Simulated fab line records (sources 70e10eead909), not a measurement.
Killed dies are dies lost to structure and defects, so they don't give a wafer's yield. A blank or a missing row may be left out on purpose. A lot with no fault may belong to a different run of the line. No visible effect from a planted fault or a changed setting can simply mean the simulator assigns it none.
8D (eight disciplines) problem report, filled in by code -- flow nand_harc -- the parts of the form that need people (team, actions taken, sign-off) are left out

## 1. THE ISSUE
Mean of oes_product_au at NHARC_P_STI_ETCH_42: 0.865 a.u. across 3 wafers in 2 lots; on wafers with no fault it is 1.001 a.u. (standard deviation 0.011). That is -12 standard deviations from the usual mean.
The step: etches the open film in N2/H2, target depth 80 nm, overetch 24 nm, time 61 s.
First seen on wafer L392.6, day 7 12:07, on rie_diel-07. The record has a number at this step for 39 wafers belonging to 13 lots. Rule for "out", or "out of limits": more than 4 standard deviations from the usual mean. All remaining wafers that have a number are taken as sound.

## 2. WHAT THIS IS AND IS NOT
question,is,is not
which readings at this step,oes_product_au,"drypump_motor_current_A, n2_flow_sccm, rf_vpp_V, showerhead_plenum_p_Torr, throttle_valve_pct"
which lots,"L392, L396","L381, L383, L384, L385, L388, L389, L399, L400, L401, L402, L403"
which wafers of those lots,"L392.6, L396.5, L396.6","L392.1, L392.2, L396.3"
read on which tools,rie_diel-07,"rie_diel-01, rie_diel-08"
when,from day 7 12:07,"up to then (20 sound wafers); but 16 sound wafers of L396, L399, L400, L401, L402, L403 came after"

## 3. THE SUSPECTS, EACH WITH WHAT RULES IT OUT
Counting: any tool at a process step up to the reading remains a suspect provided it ran every lot that is out. Sound lots after the first of them don't rule it out here, since some wafers of a struck lot are sound.
- rie_diel-07 at NHARC_P_STI_ETCH_42 (etches the open film in N2/H2, target depth 80 nm, overetch 24 nm, time 61 s): kept. It ran every lot that is out, first L392 (day 7 12:07); its last sound lot up to then is L388 (day 5 20:25). Its own readings are out on those wafers: oes_product_au.
Left after counting: rie_diel-07 at NHARC_P_STI_ETCH_42.

## 4. THE CAUSE (what the simulator had put in)
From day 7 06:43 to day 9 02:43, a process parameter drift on rie_diel-07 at NHARC_P_STI_ETCH_42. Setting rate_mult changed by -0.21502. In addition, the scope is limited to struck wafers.
This tool alone remained once counting was done.

## 5. THE EFFECT CHAIN, in route order
Each row: a reading where the mean over the struck wafers with a number is more than 3 standard deviations away from the usual. Only readings whose record carries a usual standard deviation are examined. hours: median over the lots of the time between each lot's start at the first step of this table that gives one and its start at this step. sigmas: the change, counted in usual standard deviations.
hours,step,reading,usual,on struck wafers,change,sigmas
0,NHARC_P_STI_ETCH_42,oes_product_au,1.001 a.u.,0.865,-0.136,-12
Process steps it contains:
- NHARC_P_STI_ETCH_42: etches the open film in N2/H2, target depth 80 nm, overetch 24 nm, time 61 s.
Later steps that measure or inspect, where all struck wafers having a row at the step show a number for every such reading and not one has moved that far: NHARC_END_SORT_01.

## 6. WHAT WOULD HAVE CAUGHT IT SOONER
In this record no reading fell out of limits until day 7 12:07, 5 hours after the fault had begun at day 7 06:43.
